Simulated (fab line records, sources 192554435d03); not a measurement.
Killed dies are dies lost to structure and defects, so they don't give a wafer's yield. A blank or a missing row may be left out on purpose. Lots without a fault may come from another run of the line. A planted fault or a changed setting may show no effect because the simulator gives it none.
A struck lot beside a sound one | flow n5_finfet | 24 steps out of a route of 1938
Sound: wafers L394.2, L394.5, L394.6. Struck: wafers L381.1, L381.3, L381.5. The cause comes at the end.
At each step with rows: each side's tool, then ch and its chambers, then its first start. Under that, the readings that differ: sound wafers | struck wafers | difference of the means | sigmas: that difference in standard deviations of wafers without a fault.
alike: readings whose means differ by less than 2 such deviations, and words and numbers that are the same on both sides. not compared: withheld readings, readings that some wafer has no value for, bounds like >300 that may hide the same value, and numbers for which the record gives no deviation and whose values overlap.
The two part at a step that has a row with sigmas, a row that says differs or no value, or rows on one side only. Numbers that don't overlap but have no deviation are shown without sigmas and don't part them. A reading that every wafer of one side lacks parts them only if that side has two wafers or more.

first, 10 steps without rows for these wafers: N5_BEOL_M10_DESCUM_33 (chemistry O2, time 7.9 s); N5_BEOL_M10_ETCH_65 (etches SiARC in CF4, target depth 39 nm, time 65 s); N5_BEOL_M10_ETCH_66 (etches SOC in N2/H2, target depth 120 nm, overetch 24 nm, time 180 s); N5_BEOL_M10_STRIP_69 (strips in N2/H2); N5_BEOL_M10_VIA_ETCH_34 (etches SiCOH lowk in C4F6/O2, target depth 184.5 nm, time 69.2 s); N5_BEOL_M10_STRIP_73 (strips in C4F6/O2); N5_BEOL_M10_STRIP_36 (strips in N2/H2); N5_BEOL_M10_TRENCH_ETCH_37 (etches SiCOH lowk in C4F6/O2, target depth 148.83 nm, time 48 s); N5_BEOL_M10_ETCH_41 (etches SiCN in CH3F/O2, target depth 42.6 nm, time 86 s); N5_BEOL_M10_STRIP_77 (strips in N2/H2, time 10 s).
N5_BEOL_M10_HM_STRIP_39: strips TiN in peroxide tin strip, target depth 25 nm, time 158 s.
  sound on wet_bench-03 ch 2,4,7, day 15 19:05; struck on wet_bench-03 ch 0,3,7, day 12 00:44
  no value came back on the struck wafers for bath_guard_temp_C (C), bath_heat_duty_pct (%), temp_c (C); on the sound wafers bath_guard_temp_C (C) reads 50.1 50.5 50.6
  reading                                     | sound | struck         | difference | sigmas
  model.TiN_of_BEOL_M10_HM_DEP_02.thk_nm (nm) | 0 0 0 | 16.2 16.2 16.4 | +16.3      |
then, 1 step without rows for these wafers: N5_BEOL_M10_SRD_40 (time 30 s).
N5_BEOL_M10_PRECLEAN_42: cleans in residue remover, time 60 s.
  sound on wet_bench-03 ch 2,4,7, day 15 19:09; struck on wet_bench-03 ch 0,3,7, day 12 00:47
  reading                                     | sound | struck      | difference | sigmas
  model.TiN_of_BEOL_M10_HM_DEP_02.thk_nm (nm) | 0 0 0 | 5.2 5.2 5.4 | +5.3       |
  alike: temp_c
then, 10 steps without rows for these wafers: N5_BEOL_M10_SRD_43 (time 30 s); N5_BEOL_M10_CURE_72 (cures SiCOH lowk, time 120 s); N5_BEOL_M10_DEGAS_44 (time 60 s); N5_BEOL_M10_PRE_CLEAN_45 (time 30 s); N5_BEOL_M10_ALD_74 (deposits TaN, target thk 2 nm, pulse time 2 s, purge time 3 s); N5_BEOL_M10_SURFACE_TREAT_76; N5_BEOL_M10_CVD_75 (deposits Co from CCTBA/H2, target thk 2 nm, time 138.9 s); N5_BEOL_M10_SPUTTER_48 (material Cu, target thk 12 nm, time 2 s); N5_BEOL_M10_ECD_50 (material Cu, target thk 318 nm); N5_BEOL_M10_ANNEAL_51 (time 90 s).
N5_BEOL_M10_CMP_52: polishes, stops on SiCOH lowk, t overpolish 7 s, target thk 140 nm.
  sound on cmp-04 ch 0,1,3, day 15 22:10; struck on cmp-02 ch 0,2,3, day 12 03:41
  reading                      | sound          | struck         | difference | sigmas
  barrier_field_endpoint_s (s) | 28.7 28.8 29.5 | 35.4 34.3 34.8 | +5.8       | +9
  alike: motor_current_A

WHERE THEY PART
First at N5_BEOL_M10_HM_STRIP_39; last, within this record, at N5_BEOL_M10_CMP_52.

WHY: what the simulator had put in
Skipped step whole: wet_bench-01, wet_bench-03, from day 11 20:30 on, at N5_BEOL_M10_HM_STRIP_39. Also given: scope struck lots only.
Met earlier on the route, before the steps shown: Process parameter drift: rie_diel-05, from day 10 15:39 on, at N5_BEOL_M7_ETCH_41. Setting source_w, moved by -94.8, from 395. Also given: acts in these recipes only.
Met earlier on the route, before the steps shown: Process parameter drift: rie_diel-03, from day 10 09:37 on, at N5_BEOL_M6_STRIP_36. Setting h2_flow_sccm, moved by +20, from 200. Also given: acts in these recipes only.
